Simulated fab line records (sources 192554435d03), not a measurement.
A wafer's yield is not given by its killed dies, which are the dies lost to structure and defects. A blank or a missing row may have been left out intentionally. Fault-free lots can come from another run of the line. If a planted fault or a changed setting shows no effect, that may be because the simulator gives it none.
One fault through the eyes of 2 desks / flow n5_finfet / every desk sees just its own numbers, and what lay behind them comes last

== METROLOGY DESK ==
What the gauges read, lot by lot, whatever tool the lot ran on: means of the sampled wafers that have a number. Marked OUT: a lot whose mean sits more than 4 standard deviations from the usual mean, which makes it out of limits; the brackets give that distance. Of its 10 readings 7 are shown: those that lie furthest out on some lot.
Columns: A = DIBL_P at N5_BEOL_M4_RC_MEAS_101, usual 36.3 mV/V; B = IOFF_N at N5_BEOL_M4_RC_MEAS_101, usual 0.163 nA/um; C = IOFF_P at N5_BEOL_M4_RC_MEAS_101, usual 0.21 nA/um; D = ION_P at N5_BEOL_M4_RC_MEAS_101, usual 461 uA/um; E = SS_N at N5_BEOL_M4_RC_MEAS_101, usual 71.6 mV/dec; F = SS_P at N5_BEOL_M4_RC_MEAS_101, usual 73.3 mV/dec; G = VT_P at N5_BEOL_M4_RC_MEAS_101, usual -250 mV
lot=L102; first seen here=day 8 07:10; A=37.9; B=0.173; C=0.24; D=459; E=71.7; F=73.7; G=-247
lot=L103; first seen here=day 8 18:12; A=36.3; B=0.162; C=0.18; D=452; E=71.7; F=73.0; G=-254
lot=L104; first seen here=day 9 00:22; A=36.1; B=0.149; C=0.24; D=466; E=71.6; F=73.2; G=-246
lot=L105; first seen here=day 9 09:47; A=38.9; B=0.199; C=0.25; D=462; E=72.3; F=74.1; G=-250
lot=L108; first seen here=day 9 20:26; A=36.7; B=0.163; C=0.23; D=464; E=71.7; F=73.5; G=-247
lot=L115; first seen here=day 11 20:21; A=36.3; B=0.151; C=0.21; D=456; E=71.8; F=72.9; G=-250
lot=L118; first seen here=day 11 22:14; A=35.4; B=0.152; C=0.18; D=455; E=71.3; F=72.9; G=-255
lot=L117; first seen here=day 12 02:36; A=36.3; B=0.158; C=0.20; D=465; E=70.9; F=72.7; G=-250
lot=L122; first seen here=day 13 12:08; A=31.6; B=0.128; C=0.15; D=450; E=70.9; F=72.5; G=-257
lot=L121; first seen here=day 13 15:14; A=35.0; B=0.142; C=0.20; D=457; E=71.0; F=72.8; G=-249
Result from this desk: across the 10 lots, nothing is out of limits.

== TOOL OWNER'S DESK, litho_track-01 ==
The tool's own readings at N5_GATE_CUT_COAT_27 (time 60 s, resist thk 10 nm): means of the sampled wafers that have a number, for each lot that ran on this tool. Marked OUT: a lot whose mean sits more than 4 standard deviations from the usual mean, which makes it out of limits; the brackets give that distance.
Columns: A = heater_power_total_W at N5_GATE_CUT_COAT_27, usual 391.8 W; B = plate_temp_C at N5_GATE_CUT_COAT_27, usual 204.99 C
lot=L102; first seen here=day 4 21:22; A=392.7; B=204.85
lot=L103; first seen here=day 5 04:32; A=391.7; B=205.02
lot=L104; first seen here=day 5 11:11; A=391.2; B=205.05
lot=L105; first seen here=day 5 17:11; A=392.4; B=204.96
lot=L108; first seen here=day 6 14:53; A=392.3; B=205.02
lot=L115; first seen here=day 8 05:10; A=385.2 (-5.1) OUT; B=202.62 (-15) OUT
lot=L118; first seen here=day 8 22:47; A=385.4 (-4.9) OUT; B=202.54 (-15) OUT
This desk's finding: out of limits on L115, L118; first on L115, day 8 05:10 (heater_power_total_W at N5_GATE_CUT_COAT_27). L102, L103, L104, L105, L108 stayed within limits.

== PUT TOGETHER ==
An alarm could have come from the tool owner's desk at day 8 05:10, on L115, L118.
Metrology desk: nothing out of limits seen.
The metrology desk has L115, L118 on record, within its limits.
All the named lots went through N5_GATE_CUT_COAT_27 on litho_track-01.

== WHAT WAS PUT IN BY THE SIMULATOR ==
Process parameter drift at N5_GATE_CUT_COAT_27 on litho_track-01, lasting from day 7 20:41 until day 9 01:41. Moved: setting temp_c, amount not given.
Lots struck among those shown: L115, L118.
How many hours passed from the start of the fault until each desk's first out-of-limits reading: the tool owner's desk, 8.
